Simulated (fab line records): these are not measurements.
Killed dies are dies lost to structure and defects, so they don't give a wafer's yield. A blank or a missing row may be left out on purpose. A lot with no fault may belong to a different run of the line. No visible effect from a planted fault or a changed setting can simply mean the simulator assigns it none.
Comparing a struck lot with a sound one + flow n5-finfet + 44 steps out of a route of 1938
Sound: wafers L221.1, L221.5, L221.6. Struck: wafer L233.3. (L233.1, L233.5 of the same lot were not struck and are left out.) The cause comes at the end.
Per side, at each step with rows, come the tool, then ch with its chambers, and then its first start. Under that, the readings that differ: sound wafers + struck wafers + difference of the means + sigmas: that difference in standard deviations of wafers without a fault.
alike: readings with means less than 2 such deviations apart, plus words and numbers identical on both sides. not compared: withheld readings, readings lacking a value on some wafer, bounds such as >300 that could conceal the same value, and numbers that have no deviation in the record and whose values overlap.
A row with sigmas, a row that says differs or no value, or rows on one side alone: a step with any of these is where the two part. Non-overlapping numbers with no deviation appear without sigmas and do not part them. Lack of a reading on every wafer of one side parts them only where that side has two or more wafers.

N5_BEOL_M8_ALD_77: deposits TaN, target thk 2 nm, pulse time 2 s, purge time 3 s.
  sound on ald-metal-02 ch 2,3, day 10 08:22; struck on ald-metal-03 ch 2, day 15 09:10
  alike: heater-power-w, precursor-vessel-pressure-torr
then, 5 steps without rows for these wafers: N5_BEOL_M8_SURFACE_TREAT_79; N5_BEOL_M8_CVD_78 (deposits Co from CCTBA/H2, target thk 2 nm, time 142.3 s); N5_BEOL_M8_SPUTTER_48 (material Cu, target thk 10 nm, time 1.667 s); N5_BEOL_M8_ECD_50 (material Cu, target thk 300 nm); N5_BEOL_M8_ANNEAL_51 (time 90 s).
N5_BEOL_M8_CMP_52: polishes, stops on SiCOH lowk, t overpolish 6.9 s, target thk 80 nm.
  sound on cmp-03 ch 0,1, day 10 09:22; struck on cmp-03 ch 1, day 15 10:14
  alike: barrier-field-endpoint-s, motor-current-A, overpolish-run-s, time-to-endpoint-s
  not compared: pad-life-wafers
N5_BEOL_M8_THK_MEAS_53: measures by xrf.
  sound: film-metro-01 at day 10 09:37; struck: film-metro-01 at day 15 10:32
  alike: M8_THK
then, 2 steps without rows for these wafers: N5_BEOL_M8_PRE_CLEAN_55 (time 15 s); N5_BEOL_M8_DEP_56 (deposits SiCN from 3MS/NH3, target thk 10 nm, time 17.5 s).
N5_BEOL_M8_RS_MEAS_57: measures by four-point-probe.
  sound: film-metro-01 at day 10 09:46; struck: film-metro-01 at day 15 10:40
  alike: M8_RS
N5_BEOL_M8_INSPECT_58: inspects for defects (darkfield).
  sound: defect-inspect-02 at day 10 09:48; struck: defect-inspect-02 at day 15 10:41
| reading          | sound    | struck | difference | sigmas |
|------------------|----------|--------|------------|--------|
| raw-defect-count | 43 53 37 | 101    | +57        | +2     |
N5_BEOL_M9_ILD_DEP_00: deposits SiCOH lowk from DEMS/porogen, target thk 308.51 nm, time 58 s.
  sound on pecvd-01 ch 0,2, day 10 09:50; struck on pecvd-01 ch 0, day 15 10:44
| reading                                            | sound             | struck | difference | sigmas |
|----------------------------------------------------|-------------------|--------|------------|--------|
| showerhead-plenum-p-Torr (Torr)                    | 5.721 5.708 5.754 | 5.761  | +0.033     | +2     |
| throttle-valve-pct (%)                             | 12.8 12.9 15.5    | 15.7   | +2.0       | +4     |
| model.SiCOH_lowk_of_BEOL_M9_ILD_DEP_00.thk-nm (nm) | 309.6 314.4 321   | 322.6  | +7.6       |        |
  alike: heater-power-w, rf-fwd-power-W
then, 1 step without rows for these wafers: N5_BEOL_M9_CURE_71 (cures SiCOH lowk, time 240 s).
N5_BEOL_M9_THK_MEAS_01:
  sound: film-metro-02 at day 10 10:26; struck: film-metro-02 at day 15 11:19
  alike: M9_ILD_THK
N5_BEOL_M9_PECVD_70: deposits SiO2 from TEOS/O2, target thk 20 nm, time 22.7 s.
  sound on pecvd-01 ch 0,1,2, day 10 10:28; struck on pecvd-01 ch 0, day 15 11:21
  alike: heater-power-w, rf-fwd-power-W, showerhead-plenum-p-Torr, throttle-valve-pct
then, 9 steps without rows for these wafers: N5_BEOL_M9_HM_DEP_02 (deposits TiN, target thk 20 nm); N5_BEOL_M9_COAT_59 (time 60 s, resist thk 100 nm); N5_BEOL_M9_COAT_60 (time 60 s, resist thk 30 nm); N5_BEOL_M9_COAT_05 (resist thk 90 nm); N5_BEOL_M9_EBR_07; N5_BEOL_M9_SOFTBAKE_06 (time 60 s); N5_BEOL_M9_EXPOSE_08 (exposes mask M9); N5_BEOL_M9_PEB_09 (peb time 60 s); N5_BEOL_M9_DEVELOP_10 (develop time 30 s).
N5_BEOL_M9_CD_MEAS_11: target cd 64.1 nm.
  sound on cd-sem-01 ch 0, day 10 11:01; struck on cd-sem-01 ch 0, day 15 12:34
  alike: cd-nm
N5_BEOL_M9_OVL_MEAS_12:
  sound on overlay-01 ch 0, day 10 11:03; struck on overlay-01 ch 0, day 15 12:35
| reading     | sound         | struck | difference | sigmas |
|-------------|---------------|--------|------------|--------|
| M9_OVL (nm) | -0.3 0.4 -0.3 | -1.5   | -1.4       | -2     |
N5_BEOL_M9_INSPECT_13: inspects for defects (brightfield).
  sound: defect-inspect-01 at day 10 11:04; struck: defect-inspect-01 at day 15 12:37
  alike: raw-defect-count
then, 1 step without rows for these wafers: N5_BEOL_M9_DESCUM_16 (chemistry O2, time 7.9 s).
N5_BEOL_M9_ETCH_61: etches SiARC in CF4, target depth 39 nm, time 65 s.
  sound on rie-diel-06 ch 0,3, day 10 11:18; struck on rie-diel-01 ch 0, day 15 12:52
| reading                | sound             | struck | difference | sigmas |
|------------------------|-------------------|--------|------------|--------|
| throttle-valve-pct (%) | 15.34 15.74 15.33 | 16.04  | +0.57      | +2     |
  alike: drypump-motor-current-A, etch-rf-on-time-s, oes-product-au, rf-fwd-power-W, rf-vpp-V, showerhead-plenum-p-Torr
  not compared: rf-hours-counter-h
then, 4 steps without rows for these wafers: N5_BEOL_M9_ETCH_62 (etches SOC in N2/H2, target depth 110 nm, overetch 22 nm, time 165 s); N5_BEOL_M9_STRIP_68 (strips in N2/H2); N5_BEOL_M9_STRIP_67 (strips in CF4); N5_BEOL_M9_HM_OPEN_17 (chemistry Cl2/BCl3, target TiN, target depth 20 nm, overetch 6 nm).
N5_BEOL_M9_STRIP_19: strips in O2.
  sound on rie-diel-06 ch 0,1,2, day 10 11:44; struck on rie-diel-05 ch 3, day 15 13:17
  alike: drypump-motor-current-A, oes-product-au, rf-vpp-V, showerhead-plenum-p-Torr, temp-c, throttle-valve-pct
  not compared: rf-hours-counter-h
N5_BEOL_M9_CD_MEAS_18: pitch 140 nm, target cd 70 nm.
  sound: cd-sem-01 at day 10 11:49; struck: cd-sem-02 at day 15 13:22
  alike: cd-nm
then, 6 steps without rows for these wafers: N5_BEOL_M9_COAT_63 (time 60 s, resist thk 60 nm); N5_BEOL_M9_COAT_64 (time 60 s, resist thk 12 nm); N5_BEOL_M9_COAT_75 (time 60 s, resist thk 5 nm); N5_BEOL_M9_COAT_22 (resist thk 30 nm); N5_BEOL_M9_EBR_24; N5_BEOL_M9_SOFTBAKE_23 (time 60 s).
N5_BEOL_M9_CMP_52: polishes, stops on SiCOH lowk, t overpolish 7 s, target thk 140 nm.
  sound on cmp-04 ch 0,1,3, day 10 14:33; struck on cmp-04 ch 2, day 15 18:46
| reading                                            | sound         | struck | difference | sigmas |
|----------------------------------------------------|---------------|--------|------------|--------|
| motor-current-A (A)                                | 5.3 5.3 5.8   | 7.1    | +1.6       | +2     |
| model.SiCOH_lowk_of_BEOL_M9_ILD_DEP_00.thk-nm (nm) | 266 270.2 276 | 277.4  | +6.7       |        |
  alike: barrier-field-endpoint-s, overpolish-run-s, time-to-endpoint-s
  not compared: pad-life-wafers
N5_PASSIVATION_PROBE_49:
  the record has rows for the sound wafers here (prober-02, day 12 15:34) and none for the struck ones

## WHERE THEY PART
Earliest at N5_BEOL_M8_INSPECT_58; latest, in this record, at N5_PASSIVATION_PROBE_49.

WHY: what the simulator had put in
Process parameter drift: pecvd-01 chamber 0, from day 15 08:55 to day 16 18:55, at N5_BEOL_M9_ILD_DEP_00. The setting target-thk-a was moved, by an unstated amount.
